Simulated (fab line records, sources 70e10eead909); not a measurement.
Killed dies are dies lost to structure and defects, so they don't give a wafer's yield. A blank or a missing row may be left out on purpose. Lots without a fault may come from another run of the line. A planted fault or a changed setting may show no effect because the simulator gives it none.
Which tool did it? | flow nand_harc | 6 lots, 18 wafers sampled, at 5 steps of a route of 1159

WHAT THE GAUGES READ, wafer by wafer
NHARC_END_SORT_01.
lot  | measured     | on        | killed_at_array
L234 | day 26 03:54 | prober-01 | 33 27 22
L236 | day 25 23:12 | prober-02 | 23 14 30

WHICH TOOL RAN EACH LOT (tool, then ch and the chambers of the sampled wafers, then the start)
lot  | NHARC_P_GATE_STRIP_111              | NHARC_P_GATE_STRIP_76               | NHARC_P_CONTACT_DEP_30         | NHARC_P_CONTACT_ETCH_35
L222 | plasma_asher-01 ch 0,1, day 5 14:12 | plasma_asher-01 ch 0, day 5 16:14   | pecvd-02 ch 0,2, day 5 20:23   | rie_diel-08 ch 0,1, day 5 22:13
L224 | plasma_asher-02 ch 0,1, day 5 22:40 | plasma_asher-01 ch 0,1, day 6 00:43 | pecvd-01 ch 0,1, day 6 04:53   | rie_diel-06 ch 1,2,3, day 6 06:40
L226 | plasma_asher-01 ch 0,1, day 6 13:08 | plasma_asher-02 ch 0,1, day 6 15:02 | pecvd-03 ch 0,1,2, day 6 19:20 | rie_diel-08 ch 0,1, day 6 20:55
L232 | plasma_asher-01 ch 0,1, day 8 13:47 | plasma_asher-01 ch 0,1, day 8 15:43 | pecvd-03 ch 0,1,2, day 8 20:30 | rie_diel-08 ch 1,2, day 8 22:07
L234 | plasma_asher-01 ch 0,1, day 8 22:08 | plasma_asher-01 ch 0,1, day 9 00:02 | pecvd-02 ch 0,1,2, day 9 04:15 | rie_diel-08 ch 1,2,3, day 9 05:52
L236 | plasma_asher-01 ch 1, day 9 03:57   | plasma_asher-02 ch 0, day 9 05:59   | pecvd-02 ch 0,2, day 9 10:20   | rie_diel-08 ch 0,1, day 9 12:10
- NHARC_P_GATE_STRIP_111: strips in N2/H2, time 250 s.
- NHARC_P_GATE_STRIP_76: strips in O2.
- NHARC_P_CONTACT_DEP_30: deposits SiNx, target thk 30 nm.
- NHARC_P_CONTACT_ETCH_35: etches the open film in CF4, target depth 39 nm, time 65 s.

THE ANSWER, worked out from the rows above alone
Rule: what is usual is taken from the lots themselves. Put in order of their means at a reading, lots are off if they are a third of the lots or fewer, leave a main group of 4 or more, and stand apart from it by a gap of 3 or more times the standard deviation of the main group's means; of several such gaps the widest counts. A main group whose means are all the same, to the digits that the tables above print for the reading, isn't used. A lot without any number at a reading at which 4 lots or more have one is off too. The other lots that the step has rows for count as sound.
No lot is off at any reading shown: from this, nothing can be told.

WHAT THE SIMULATOR HAD PUT IN
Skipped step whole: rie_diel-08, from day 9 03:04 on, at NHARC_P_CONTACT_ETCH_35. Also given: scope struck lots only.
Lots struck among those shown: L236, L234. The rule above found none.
